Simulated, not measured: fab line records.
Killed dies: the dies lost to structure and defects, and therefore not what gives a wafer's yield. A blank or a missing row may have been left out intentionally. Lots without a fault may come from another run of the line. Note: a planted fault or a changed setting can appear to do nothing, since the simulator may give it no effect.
Struck lot and sound lot, side by side	flow n5-finfet	40 steps out of a route of 1938
Sound: the wafers L980.2, L980.5, L980.6. The struck wafers were L966.1, L966.2, L966.3. The cause is given at the end.
At each step with rows: each side's tool, then ch and its chambers, then its first start. Under that, the readings that differ: sound wafers	struck wafers	difference of the means	sigmas: that difference in standard deviations of wafers without a fault.
alike: a reading whose means differ by less than 2 such deviations, as well as words and numbers matching on both sides. not compared: withheld readings; readings where some wafer has no value; bounds like >300 that might hide an equal value; numbers whose values overlap and for which the record gives no deviation.
The two part at a step that has a row with sigmas, a row that says differs or no value, or rows on one side only. Numbers that have no deviation but don't overlap get no sigmas and don't part them. Lack of a reading on every wafer of one side parts them only where that side has two or more wafers.

first, 12 steps without rows for these wafers: N5_HKMG_FIN_STRIP_93 (strips SOC in N2/H2, time 20 s); N5_HKMG_FIN_WET_ETCH_76 (etches Al2O3 in dNH4OH, stops on La2O3, target depth 2.25 nm, rinse time 30 s); N5_HKMG_FIN_STRIP_60 (strips in N2/H2, time 360 s); N5_HKMG_FIN_WET_ETCH_77 (etches La2O3 in dHCl, stops on HfO2, target depth 2 nm); N5_HKMG_FIN_WET_ETCH_78 (etches Al2O3 in dNH4OH, stops on La2O3, target depth 4.5 nm, rinse time 30 s); N5_HKMG_FIN_ALD_79 (deposits TiN, target thk 1.5 nm, pulse time 1 s, purge time 3 s); N5_HKMG_FIN_CVD_62 (deposits a-Si from Si2H6, target thk 3 nm, time 20.8 s); N5_HKMG_FIN_RTA_80 (time 2 s); N5_HKMG_FIN_PRECLEAN_64 (cleans in dHF, time 30 s); N5_HKMG_FIN_WET_ETCH_65 (etches a-Si in TMAH, stops on TiN, time 49 s, target depth 3 nm); N5_HKMG_FIN_WET_ETCH_81 (etches TiN in SC1, stops on HfO2, time 57 s, target depth 6 nm); N5_HKMG_FIN_WET_ETCH_82 (etches La2O3 in dHCl, stops on HfO2, target depth 2 nm, rinse time 30 s).
N5_HKMG_FIN_ALD_36: deposits TiN, target thk 1 nm, pulse time 1 s, purge time 3 s.
  sound on ald-metal-04 ch 0,1,3, day 8 10:01; struck on ald-metal-02 ch 0,2,3, day 5 01:58
  alike: heater-power-w, precursor-pulse-height-rel
then, 25 steps without rows for these wafers: N5_HKMG_FIN_PWFM_ALD_03 (deposits TiN, target thk 2 nm, pulse time 1 s, purge time 3 s); N5_HKMG_FIN_COAT_29 (time 60 s, resist thk 300 nm); N5_HKMG_FIN_COAT_30 (time 60 s, resist thk 35 nm); N5_HKMG_FIN_COAT_06 (resist thk 90 nm); N5_HKMG_FIN_EBR_08; N5_HKMG_FIN_SOFTBAKE_07 (time 60 s); N5_HKMG_FIN_EXPOSE_09 (exposes mask NWFM); N5_HKMG_FIN_PEB_10 (peb time 60 s); N5_HKMG_FIN_DEVELOP_11 (develop time 30 s); N5_HKMG_FIN_DESCUM_17 (chemistry O2, time 7.9 s); N5_HKMG_FIN_ETCH_31 (etches SiARC in CF4, target depth 45.5 nm, time 75.8 s); N5_HKMG_FIN_ETCH_32 (etches SOC in N2/H2, target depth 240 nm, time 300 s); N5_HKMG_FIN_STRIP_33 (strips in N2/H2); N5_HKMG_FIN_STRIP_34 (strips in CF4); N5_HKMG_FIN_ETCH_35 (etches SOC in N2/H2, target depth 215.8 nm, time 243.4 s); N5_HKMG_FIN_STRIP_92 (strips SOC in N2/H2, time 20 s); N5_HKMG_FIN_WET_ETCH_18 (etches TiN in SC1, time 55 s, target depth 5.2 nm, rinse time 30 s); N5_HKMG_FIN_STRIP_19 (strips in N2/H2, time 360 s); N5_HKMG_FIN_ALD_91 (deposits TiN, target thk 1 nm, pulse time 1 s, purge time 3 s); N5_HKMG_FIN_COAT_85 (time 60 s, resist thk 300 nm); N5_HKMG_FIN_ETCH_86 (etches SOC in N2/H2, stops on TiN, target depth 393.2 nm); N5_HKMG_FIN_STRIP_89 (strips SOC in N2/H2, time 20 s); N5_HKMG_FIN_WET_ETCH_87 (etches TiN in SC1, time 154.2 s, target depth 4.7 nm, rinse time 30 s); N5_HKMG_FIN_STRIP_88 (strips in N2/H2, time 360 s); N5_HKMG_FIN_NWFM_ALD_20 (deposits TiAlC, target thk 2 nm, pulse time 3 s, purge time 2 s).
-- the record jumps here: 5 days lie between the struck wafers' starts before and after (it left off in module HKMG_FIN and takes up again in module BEOL_M4, whose first step shown is number 1111 of the route) --
N5_BEOL_M4_RC_MEAS_101:
  sound on prober-02 ch 0, day 12 22:40; struck on prober-01 ch 0, day 9 17:19
reading	sound	struck	difference	sigmas
IOFF_N (nA/um)	0.185 0.175 0.164	0.092 0.118 0.120	-0.065	-2
IOFF_P (nA/um)	0.27 0.30 0.25	0.47 0.56 0.52	+0.24	+7
ION_P (uA/um)	471 469 465	492 510 489	+29	+3
VT_N (mV)	249.9 246.9 249.4	258.6 252.1 256.8	+7.1	+2
VT_P (mV)	-246 -243 -248	-224 -223 -224	+22	+7
  alike: DIBL_N, DIBL_P, ION_N, SS_N, SS_P
-- here the record skips 5 days between the struck wafers' starts before and after, leaving off in module BEOL_M4 and picking up in module PASSIVATION (first step shown: number 1936 of the route) --
N5_PASSIVATION_PROBE_49:
  sound on prober-01 at day 17 15:58; struck on prober-01 at day 14 05:32
reading	sound	struck	difference	sigmas
sort_bin_4_leakage (%)	0 0 0	3.98 18.47 12.03	+11.49	+99 or more
sort-n-pass	1074 1086 1074	1056 881 926	-124	-8
sort-yield-pct (%)	91.0 92.0 91.0	89.5 74.7 78.5	-10.4	-8
  alike: defect-limited-yield, killed_at_M0_to_M3, killed_at_M4_up, killed-at-contacts, killed-at-front-end, killed-at-other, killed-dies, killed-open, killed-short, sort_bin_5_function, sort_bin_6_memory, sort_bin_8_speed

== WHERE THEY PART ==
At N5_BEOL_M4_RC_MEAS_101 first; at N5_PASSIVATION_PROBE_49 last (within this record only).

WHY: whatever the simulator had introduced
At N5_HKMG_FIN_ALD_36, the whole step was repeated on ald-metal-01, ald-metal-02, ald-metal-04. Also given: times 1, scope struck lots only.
